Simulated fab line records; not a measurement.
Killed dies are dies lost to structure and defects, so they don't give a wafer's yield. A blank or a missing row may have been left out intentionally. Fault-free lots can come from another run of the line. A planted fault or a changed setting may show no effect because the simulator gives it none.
Chamber matching	flow n5Finfet	rieDiel-01 running N5_FIN_SAQP_ETCH_51: 4 sister chambers
The step etches SiARC in CF4, target depth 45.5 nm, time 75.8 s. 27 wafers are shown with their chamber, then 12 later ones without.

## EACH WAFER AND ITS CHAMBER
wafer	chamber	drypumpMotorCurrentA (A)	showerheadPlenumPTorr (Torr)	throttleValvePct (%)
L074.2	3	6.0	2.20	15.68
L074.3	2	5.3	2.25	15.59
L074.4	0	6.3	2.20	15.66
L075.4	3	6.0	2.20	15.67
L075.5	0	6.3	2.20	15.68
L075.6	1	5.8	2.11	16.03
L078.2	0	6.3	2.19	15.68
L078.3	2	5.3	2.25	15.61
L078.4	1	5.7	2.11	16.02
L080.1	3	6.0	2.19	15.72
L080.3	1	5.8	2.11	16.05
L080.4	0	6.3	2.19	15.69
L081.1	1	5.8	2.11	16.04
L081.3	3	6.0	2.19	15.71
L081.6	1	5.8	2.11	16.05
L085.2	2	5.3	2.24	15.63
L085.4	3	6.0	2.19	15.72
L085.5	2	5.3	2.24	15.64
L087.3	1	5.8	2.11	16.08
L087.5	0	6.3	2.19	15.72
L087.6	1	5.7	2.11	16.07
L089.1	3	6.0	2.19	15.74
L089.2	0	6.3	2.19	15.73
L089.3	1	5.7	2.10	16.09
L089.4	2	5.3	2.24	15.64
L089.5	0	6.3	2.19	15.74
L089.6	1	5.8	2.10	16.08

SIGNATURES (averages over the wafers above)
reading	chamber 0	chamber 1	chamber 2	chamber 3	scatter within a chamber
drypumpMotorCurrentA	6.300	5.767	5.300	6.000	0.0295
showerheadPlenumPTorr	2.1929	2.1078	2.2440	2.1933	0.0049
throttleValvePct	15.7000	16.0567	15.6220	15.7067	0.0261
Rule: distance of a wafer from a chamber = root of the sum over the readings of ((wafer's reading minus chamber's mean) / reading's scatter) squared. If the next closest chamber is less than 2 further off than the closest, the wafer can't be placed; otherwise it belongs to the closest. The scatter: the root of (the sum of the squares of (reading less its chamber's mean) over the shown wafers, divided by (wafers less chambers)).

## WAFERS MISSING THEIR CHAMBER
wafer	drypumpMotorCurrentA (A)	showerheadPlenumPTorr (Torr)	throttleValvePct (%)
L091.1	6.3	2.18	15.74
L091.2	6.0	2.18	15.75
L091.3	5.3	2.24	15.65
L091.4	5.7	2.10	16.09
L091.5	6.0	2.18	15.75
L091.6	5.3	2.24	15.65
L094.3	6.3	2.18	15.73
L094.4	5.8	2.10	16.11
L094.6	6.0	2.18	15.75
L097.2	6.0	2.18	15.78
L097.4	6.3	2.18	15.75
L097.6	5.3	2.23	15.68

## EACH ONE'S CHAMBER
wafer	from the rows above	in truth
L091.1	0	0
L091.2	3	3
L091.3	2	2
L091.4	1	1
L091.5	3	3
L091.6	2	2
L094.3	0	0
L094.4	1	1
L094.6	3	3
L097.2	3	3
L097.4	0	0
L097.6	2	2
Correct placement for 12 of the 12. Not placeable from these rows: 0. Wrongly placed: 0.
